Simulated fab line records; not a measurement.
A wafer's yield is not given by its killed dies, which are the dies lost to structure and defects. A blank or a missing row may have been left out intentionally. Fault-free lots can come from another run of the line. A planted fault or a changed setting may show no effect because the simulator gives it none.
2 desks looking at one fault ; flow n5_finfet ; every desk sees just its own numbers, and what lay behind them comes last

## METROLOGY DESK
Means of the sampled wafers that have a number, per lot and without regard to the tool the lot ran on: this is what the gauges read. If a lot's mean is further than 4 standard deviations from the usual mean, the lot is out of limits and carries the mark OUT (the distance appears in the brackets). 7 of its 12 readings are shown: the first one out of limits and those lying furthest out on some lot.
Columns: A = NWELL_OVL at N5_WELL_APT_OVL_MEAS_09, usual -1 nm; B = DIBL_P at N5_BEOL_M4_RC_MEAS_101, usual 36.3 mV/V; C = IOFF_P at N5_BEOL_M4_RC_MEAS_101, usual 0.21 nA/um; D = RS_NWELL at N5_BEOL_M4_RC_MEAS_101, usual 1037 ohm/sq; E = SS_N at N5_BEOL_M4_RC_MEAS_101, usual 71.4 mV/dec; F = VT_N at N5_BEOL_M4_RC_MEAS_101, usual 250 mV; G = VT_P at N5_BEOL_M4_RC_MEAS_101, usual -250.9 mV
lot;first seen here;A;B;C;D;E;F;G
L969;day 1 19:35;-4;37.8;0.25;1035;72.5;247;-249.0
L970;day 2 01:46;-1;38.3;0.23;1035;71.3;248;-247.7
L971;day 2 07:44;-1;32.4;0.19;1037;71.1;249;-249.3
L976;day 3 13:43;2;40.7;0.24;1043;71.4;244;-251.3
L983;day 5 07:44;-1;37.0;0.18;1264 (+38) OUT;71.3;254;-255.3
L984;day 5 13:44;-3;32.7;0.15;1258 (+37) OUT;70.6;257;-254.6
L987;day 6 07:57;-5;37.0;0.21;1038;71.5;251;-251.4
L989;day 6 19:43;3;34.9;0.20;1048;71.1;248;-252.1
L991;day 7 07:43;7;37.2;0.22;1035;71.9;249;-250.7
This desk's finding: out of limits on L983, L984; first on L983, day 12 00:50 (RS_NWELL at N5_BEOL_M4_RC_MEAS_101). L969, L970, L971, L976, L987, L989, L991: within limits.

## TOOL OWNER'S DESK, implanter-01
For each lot that ran on this tool, the mean over its sampled wafers that have a number, from the tool's own readings at N5_WELL_APT_IMPLANT_14. If a lot's mean is further than 4 standard deviations from the usual mean, the lot is out of limits and carries the mark OUT (the distance appears in the brackets).
Columns: A = beam_on_s at N5_WELL_APT_IMPLANT_14, usual 10.00 s; B = dose_ions_cm2 at N5_WELL_APT_IMPLANT_14, usual 1.5e+13; C = faraday_current_uA at N5_WELL_APT_IMPLANT_14, usual 190
lot;first seen here;A;B;C
L969;day 1 19:44;9.94;1.5e+13;192
L971;day 2 07:55;10.05;1.5e+13;189
L976;day 3 13:58;9.97;1.5e+13;191
L983;day 5 07:58;9.81;1.0e+13 (-99 or more) OUT;136 (-15) OUT
L984;day 5 13:53;9.71;1.0e+13 (-99 or more) OUT;137 (-15) OUT
This desk's verdict: out of limits on L983, L984, starting with L983 at day 5 07:58 (dose_ions_cm2 at N5_WELL_APT_IMPLANT_14). L969, L971, L976: within limits.

## TAKEN TOGETHER
The tool owner's desk had the chance to raise an alarm at day 5 07:58 on L983, L984.
Metrology desk: alarm possible at day 12 00:50 on L983, L984.
Every lot named ran N5_WELL_APT_IMPLANT_14 on implanter-01.

## WHAT THE SIMULATOR HAD INSERTED
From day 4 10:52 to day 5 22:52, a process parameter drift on implanter-01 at N5_WELL_APT_IMPLANT_14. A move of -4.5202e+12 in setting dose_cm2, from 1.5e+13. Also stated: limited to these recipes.
Shown lots that were struck: L983, L984.
Counting hours from when the fault started, the first reading out of limits came at 21 for the tool owner's desk and at 182 for the metrology desk.
